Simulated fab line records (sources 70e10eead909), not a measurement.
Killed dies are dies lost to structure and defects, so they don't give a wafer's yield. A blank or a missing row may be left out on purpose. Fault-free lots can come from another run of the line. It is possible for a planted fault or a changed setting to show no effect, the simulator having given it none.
fab line records	flow nandHarc
record lots=12	wafers=36	lastDay=33
route steps=1302 shown A_CONTACT@1027 END@1302
lots untouched by any fault: they come from a run of this same line in which no faults occurred
startH: the number of hours between the record's first day and the start of the first shown wafer of the lot	waitH: hours elapsed since this lot's preceding step	" the same as in the row above	L1.1+2: several wafers, shown together as one row	- either no value or no given start	* or withheld: withheld	< > ~ a bound
route shown NAME@n: a module of which the file shows steps, and the number in the route of the first	usual: mean/standard deviation taken from wafers without a fault	same: alike in all rows	chamber/n: place in a boat	sites: each site's reading	_std_site: standard deviation across them	_edge_site: the outer-site mean with the inner-site mean subtracted	radiusMm: how far each site lies from the wafer's centre	mask NAME#n: copy n	behind: the tool/chamber that last shaped the wafer	hold: why the lot was held/for how many hours/how that ended	device: transistor that didn't switch, given as n, p or np	end of line: the same wafers' tests at the end of the route	a step without rows: its recipe alone	killed: dies that structure and defects cost at the first sort, which is not the same as the wafer's yield	map: the dies of a wafer, with x for killed, . for not killed, _ for no die there
set.NAME: setting as actually run; set.NAME@STEP: the setting as run at that earlier step	model.NAME: the simulator's own value behind a step, which no gauge read
one table for each step of the route and one row for each wafer, over a sample of lots
services: a tool's chamber out of use, with start hour (startH, from the record's first day; less than 0 if before it), hours out, and reason
## steps
# step NHARC_A_CONTACT_DEP_57
# recipe targetThkA=53000	tempC=400	material=aC
# usual throttleValvePct=35.001/0.0086
lot.wafer	tool	chamber	startH	waitH	throttleValvePct
L754.1	aclDep-01	0	508.83	-	35.005
L754.3	"	0	509.90	-	34.992
L754.6	"	0	511.51	-	35.009
L757.3	aclDep-02	0	521.72	-	34.988
L757.4	"	0	"	"	34.990
L757.6	"	0	523.31	-	34.992
L756.1	aclDep-03	0	524.64	-	35.003
L756.4	"	0	526.23	-	35.012
L756.5	"	0	"	"	35.013
L758.2	aclDep-02	0	533.36	-	34.999
L758.3	"	0	"	"	35.010
L758.5	"	0	534.96	-	35.005
L761.2	aclDep-03	0	575.05	-	35.002
L761.4	"	0	576.12	-	34.994
L761.6	"	0	577.19	-	35.015
L762.3	aclDep-01	0	594.47	-	35.002
L762.4	"	0	"	"	34.989
L762.6	"	0	596.07	-	34.998
L766.2	aclDep-03	0	604.52	-	35.003
L766.3	"	0	"	"	35.004
L766.6	"	0	606.66	-	34.996
L765.1	aclDep-02	0	604.67	-	34.997
L765.2	"	0	"	"	35.004
L765.3	"	0	"	"	35.008
L764.2	aclDep-03	0	608.45	-	35.004
L764.4	"	0	609.53	-	35.011
L764.5	"	0	"	"	34.996
L772.4	aclDep-03	0	698.62	-	34.998
L772.5	"	0	"	"	34.999
L772.6	"	0	"	"	35.020
L775.2	aclDep-02	0	713.98	-	35.009
L775.3	"	0	"	"	34.999
L775.6	"	0	716.14	-	34.986
L777.2	aclDep-01	0	730.68	-	34.995
L777.4	"	0	731.77	-	34.999
L777.5	"	0	"	"	34.993
# step NHARC_A_CONTACT_ETCH_76
# recipe targetDepthA=2600	overEtchFrac=0.3	timeS=475.3	ionEnergyEv=200	n2FlowSccm=150	h2FlowSccm=150	arFlowSccm=0	rfW=400	biasW=150	chemistry=N2/H2
# usual drypumpMotorCurrentA=5.69/0.28	oesProductAu=1.002/0.0095	rfVppV=430.4/2.7	runLengthS=496.6/0.5	showerheadPlenumPTorr=2.04/0.092	throttleValvePct=14.171/0.0089
lot.wafer	tool	chamber	startH	waitH	drypumpMotorCurrentA	oesProductAu	rfHoursCounterH	rfVppV	runLengthS	showerheadPlenumPTorr	throttleValvePct
L754.3	rieDiel-13	2	513.15	-	5.80	1.010	57	428.1	496.8	1.95	14.167
L754.1	"	3	"	"	5.92	1.007	60	430.0	497.4	2.04	14.159
L754.6	"	2	"	"	5.75	1.006	-	429.5	496.4	1.95	14.176
L757.4	rieDiel-02	0	525.05	-	6.26	1.004	37	425.1	496.9	1.91	14.164
L757.3	"	2	"	"	5.69	1.015	37	433.9	496.7	2.20	14.168
L757.6	"	0	"	"	6.27	1.005	-	425.6	497.0	1.91	14.184
L756.1	rieDiel-12	2	528.92	-	5.90	0.999	16	433.1	496.9	2.12	14.178
L756.4	"	0	"	"	5.43	1.005	16	425.2	495.6	1.89	14.181
L756.5	"	2	"	"	5.88	1.001	-	431.7	496.8	2.12	14.174
L758.2	rieDiel-12	3	537.42	-	5.84	1.001	18	428.2	497.2	1.98	14.172
L758.3	"	1	"	"	5.36	1.006	19	432.3	496.2	2.13	14.166
L758.5	"	2	"	"	5.89	1.003	-	432.0	496.7	2.12	14.178
L761.2	rieDiel-12	1	578.87	-	5.36	0.995	26	433.5	496.6	2.13	14.164
L761.4	"	3	"	"	5.81	0.999	25	427.6	496.7	1.97	14.160
L761.6	"	0	"	"	5.36	1.007	-	427.3	495.9	1.89	14.172
L762.3	rieDiel-12	0	597.62	-	5.39	0.997	23	426.1	495.7	1.89	14.184
L762.4	"	1	"	"	5.33	0.992	29	431.8	496.2	2.13	14.164
L762.6	"	1	"	"	5.33	0.995	-	432.1	496.4	2.13	14.175
L766.3	rieDiel-12	1	608.34	-	5.37	1.007	30	432.2	496.9	2.13	14.162
L766.2	"	2	"	"	5.90	0.997	30	431.9	496.9	2.11	14.158
L766.6	"	0	"	"	5.39	1.010	-	427.4	351.1	1.89	14.161
L765.1	rieDiel-02	1	609.01	-	5.15	0.997	9	431.6	495.9	2.10	14.169
L765.3	"	3	"	"	5.70	1.007	8	432.0	497.0	2.04	14.169
L765.2	"	0	"	"	6.27	0.994	9	426.5	496.9	1.90	14.163
L764.4	rieDiel-13	2	612.16	-	5.78	1.002	29	426.3	496.4	1.94	14.171
L764.2	"	3	"	"	5.93	1.017	35	430.2	497.4	2.03	14.164
L764.5	"	1	"	"	5.95	1.010	-	432.6	496.4	2.08	14.162
L772.4	rieDiel-12	3	701.49	-	5.82	0.980	9	428.4	496.7	1.97	14.177
L772.5	"	1	"	"	5.34	0.993	-	434.4	496.3	2.12	14.166
L772.6	"	2	"	"	5.88	1.010	-	433.2	496.7	2.11	14.164
L775.2	rieDiel-12	1	717.78	-	5.36	1.003	14	434.3	496.2	2.12	14.165
L775.3	"	3	"	"	5.84	0.986	11	428.3	496.9	1.97	14.152
L775.6	"	2	"	"	5.88	1.019	-	432.4	497.1	2.11	14.171
L777.4	rieDiel-12	0	734.37	-	5.38	0.994	18	426.6	495.8	1.88	14.168
L777.2	"	3	"	"	5.84	0.985	15	428.5	497.1	1.97	14.168
L777.5	"	1	"	"	5.35	1.003	-	431.2	496.2	2.12	14.178
# step NHARC_A_CONTACT_ETCH_77
# recipe targetDepthA=1089	timeS=54.5	cf4FlowSccm=100	chf3FlowSccm=30	arFlowSccm=0	rfW=500	biasW=200	chemistry=CF4/CHF3
# usual drypumpMotorCurrentA=5.70/0.29	oesProductAu=0.936/0.021	rfVppV=370.4/2.4	runLengthS=75.8/0.46	showerheadPlenumPTorr=1.57/0.065	throttleValvePct=16.802/0.0088
lot.wafer	tool	chamber	startH	waitH	drypumpMotorCurrentA	oesProductAu	rfHoursCounterH	rfVppV	runLengthS	showerheadPlenumPTorr	throttleValvePct
L754.3	rieDiel-13	1	-	-	5.90	0.915	43	371.7	75.7	1.61	16.791
L754.1	"	3	"	"	5.91	0.932	61	372.1	76.5	1.57	16.807
L754.6	"	1	"	"	5.93	0.922	-	371.3	75.5	1.61	16.803
L757.3	rieDiel-02	2	-	-	5.61	0.962	38	374.2	76.4	1.69	16.806
L757.4	"	1	"	"	5.17	0.931	32	372.2	74.9	1.63	16.790
L757.6	"	3	"	"	5.71	0.946	-	370.7	75.9	1.58	16.812
L756.1	rieDiel-12	2	-	-	5.89	0.924	17	373.5	76.2	1.63	16.799
L756.4	"	3	"	"	5.84	0.921	15	367.7	76.0	1.53	16.806
L756.5	"	1	"	"	5.33	0.933	-	372.6	75.6	1.64	16.798
L758.2	rieDiel-12	1	-	-	5.35	0.941	20	373.8	75.7	1.64	16.803
L758.3	"	2	"	"	5.89	0.930	20	372.4	76.0	1.63	16.811
L758.5	"	3	"	"	5.83	0.924	-	369.8	75.9	1.53	16.808
L761.4	rieDiel-12	0	-	-	5.37	0.917	21	367.1	75.0	1.47	16.813
L761.2	"	2	"	"	5.90	0.921	25	372.7	76.1	1.63	16.795
L761.6	"	1	"	"	5.34	0.923	-	372.4	75.7	1.63	16.795
L762.4	rieDiel-12	1	-	-	5.36	0.963	29	371.6	76.0	1.63	16.794
L762.3	"	0	"	"	5.41	0.982	23	366.3	75.2	1.47	16.792
L762.6	"	2	"	"	5.90	0.947	-	371.2	76.2	1.63	16.804
L766.2	rieDiel-12	2	-	-	5.88	0.928	30	373.9	76.0	1.63	16.808
L766.3	"	3	"	"	5.85	0.907	29	367.6	75.7	1.53	16.821
L766.6	"	2	"	"	5.90	0.918	-	373.7	76.1	1.63	16.800
L765.2	rieDiel-02	3	-	-	5.70	0.927	8	369.8	75.9	1.57	16.797
L765.3	"	0	"	"	6.27	0.924	9	366.6	76.1	1.48	16.804
L765.1	"	1	"	"	5.17	0.934	9	371.4	75.0	1.62	16.793
L764.4	rieDiel-13	0	-	-	5.84	0.980	31	371.4	76.7	1.61	16.791
L764.2	"	3	"	"	5.91	0.960	35	368.1	76.2	1.57	16.793
L764.5	"	1	"	"	5.91	0.982	-	370.5	75.1	1.60	16.812
L772.4	rieDiel-12	2	-	-	5.88	0.932	12	371.1	75.9	1.62	16.808
L772.5	"	3	"	"	5.83	0.908	-	369.0	76.0	1.52	16.798
L772.6	"	0	"	"	5.38	0.925	-	366.9	74.8	1.46	16.804
L775.3	rieDiel-12	3	-	-	5.83	0.911	11	368.4	75.8	1.52	16.795
L775.2	"	0	"	"	5.37	0.931	14	366.1	75.1	1.46	16.796
L775.6	"	3	"	"	5.84	0.929	-	367.8	76.0	1.52	16.795
L777.4	rieDiel-12	2	-	-	5.90	0.927	17	371.7	76.3	1.62	16.815
L777.2	"	3	"	"	5.84	0.912	15	367.1	76.3	1.52	16.800
L777.5	"	2	"	"	5.90	0.943	-	372.8	75.9	1.62	16.797
# step NHARC_A_CONTACT_ETCH_129
# recipe sourceW=withheld	pressureMtorr=20	biasV=3000	timeS=197	targetDepthA=19180	arFlowSccm=withheld	c4f8FlowSccm=withheld	o2FlowSccm=withheld	chemistry=C4F8/O2/Ar
# usual runLengthS=197/0
lot.wafer	tool	chamber	startH	waitH	rfHoursCounterH	runLengthS
L754.1	harCapEtch-03	1	515.45	0.1	44	197
L754.3	"	1	"	"	-	197
L754.6	"	0	"	"	-	197
L757.3	harCapEtch-02	0	527.77	0.2	-	197
L757.4	"	1	"	"	-	197
L757.6	"	0	"	"	-	197
L756.1	harCapEtch-01	0	531.20	0.1	4	197
L756.4	"	0	"	"	-	197
L756.5	"	0	"	"	-	197
L758.2	harCapEtch-02	1	540.37	0.1	93	197
L758.3	"	0	"	"	-	197
L758.5	"	1	"	"	-	197
L761.2	harCapEtch-03	0	581.14	0.1	57	197
L761.4	"	1	"	"	-	197
L761.6	"	0	"	"	-	197
L762.3	harCapEtch-01	1	599.95	0.1	-	197
L762.4	"	0	"	"	-	197
L762.6	"	1	"	"	-	197
L766.2	harCapEtch-01	0	610.61	0.1	19	197
L766.3	"	1	"	"	-	197
L766.6	"	1	"	"	-	197
L765.1	harCapEtch-03	1	611.28	0.1	62	197
L765.2	"	0	"	"	62	197
L765.3	"	0	"	"	-	197
L764.2	harCapEtch-02	1	614.43	0.1	106	197
L764.4	"	0	"	"	-	197
L764.5	"	0	"	"	-	197
L772.4	harCapEtch-01	0	703.85	0.1	-	197
L772.5	"	0	"	"	-	197
L772.6	"	1	"	"	-	197
L775.2	harCapEtch-03	1	720.04	0.1	80	197
L775.3	"	1	"	"	-	197
L775.6	"	1	"	"	-	197
L777.2	harCapEtch-02	1	736.67	0.1	129	197
L777.4	"	1	"	"	-	197
L777.5	"	0	"	"	-	197
# step NHARC_END_SORT_01
# recipe tempC=25
# usual killedAtArray=58/18	killedAtOther=1.0/1.5	killedAtPeriphery=4/3.1	killedDies=64/18	killedOpen=3.4/1.9	killedShort=2.7/1.7
# same grossDies=677
lot.wafer	tool	chamber	startH	waitH	killedAtArray	killedAtOther	killedAtPeriphery	killedDies	killedOpen	killedShort
L766.2	prober-02	0	671.36	2.8	56	1	4	61	5	4
L766.3	prober-02	0	672.16	3.1	63	2	2	67	5	2
L766.6	prober-02	0	674.56	4.0	670	0	4	674	2	3
# killed by level:class
L766.2 A_SLIT:chamberFilmFlake=22 A_CHANNEL_HOLE_D2:chamberFilmFlake=14 A_CHANNEL_HOLE_D1:chamberFilmFlake=5 P_BONDPAD:chamberFilmFlake=2 A_DECK1_JOINT:chamberFilmFlake=2 A_STAIRCASE:chamberFilmFlake=2 A_ONON_D1:geometricParticle:open=1 A_CHANNEL_FILL_D1:geometricParticle:short=1
L766.3 A_SLIT:chamberFilmFlake=29 A_CHANNEL_HOLE_D2:chamberFilmFlake=11 A_CHANNEL_HOLE_D1:chamberFilmFlake=5 A_CONTACT:chamberFilmFlake=5 A_WL_FILL:chamberFilmFlake=3 P_BONDPAD:chamberFilmFlake=2 A_DECK1_JOINT:chamberFilmFlake=2 A_SOURCE_PLATE:geometricParticle:short=1
L766.6 A_CONTACT:areaEtch=615 A_SLIT:chamberFilmFlake=28 A_CHANNEL_HOLE_D1:chamberFilmFlake=7 A_CONTACT:chamberFilmFlake=6 A_CHANNEL_HOLE_D2:chamberFilmFlake=5 A_SGD_CUT:geometricParticle:short=2 P_BONDPAD:chamberFilmFlake=2 A_DECK1_JOINT:chamberFilmFlake=2
## services
tool	chamber	startH	hours	kind
harCapEtch-01	-	497.35	17.0	pm
rieDiel-12	0	503.48	-	clean
rieDiel-12	1	503.48	-	clean
rieDiel-12	2	503.48	-	clean
rieDiel-12	3	503.48	-	clean
rieDiel-13	-	519.58	9.0	pm
rieDiel-12	0	527.98	-	clean
rieDiel-12	1	527.98	-	clean
rieDiel-02	3	538.62	6.4	repair
aclDep-01	-	549.65	13.0	pm
rieDiel-13	-	556.80	1.1	repair
rieDiel-02	-	571.06	9.0	pm
rieDiel-12	2	574.55	3.9	repair
aclDep-02	-	610.39	13.0	pm
rieDiel-12	-	622.48	9.0	pm
rieDiel-13	0	653.55	4.0	repair
rieDiel-02	-	663.47	0.3	repair
aclDep-03	-	665.05	13.0	pm
rieDiel-12	-	669.03	5.1	repair
rieDiel-13	2	687.26	5.3	repair
aclDep-01	-	691.89	8.9	repair
rieDiel-13	-	696.58	9.0	pm
rieDiel-12	2	710.59	2.6	repair
aclDep-01	-	733.40	13.0	pm
## key
firstSign step=NHARC_A_CONTACT_ETCH_76	reading=runLengthS	direction=down	sigmas=99+	usual=*	struck=*
effect step=NHARC_END_SORT_01	reading=killedAtArray	direction=up	sigmas=35	usual=58	struck=670
moreKillsBornAt NHARC_A_CONTACT_ETCH_76@rieDiel-12=615
metAt NHARC_A_CONTACT_ETCH_76
struckLots L766
struckWafers L766.6
laterRowsLeftOut L766.6
testerLeftOut L766
notActingAt NHARC_A_CONTACT_DEP_57,NHARC_A_CONTACT_ETCH_77,NHARC_A_CONTACT_ETCH_129
onsetBetween 597.62 608.34
fault kind=processParameterDrift	tool=rieDiel-12	chamber=0	onsetH=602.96	steps=NHARC_A_CONTACT_ETCH_76	channel=timeS	offset=*	shape=step	endH=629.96	actsIn=*	stated=*
# testerLeftOut: of these lots the tester's yield and bins aren't shown, on N5 and GAA mostly nor the transistor test; their killed dies are dies lost to structure and defects alone, not to doping, threshold or leakage, so they don't give the yield
# laterRowsLeftOut: the simulator's readings of these wafers behind a module that went badly wrong aren't trusted and aren't shown, but for the sort
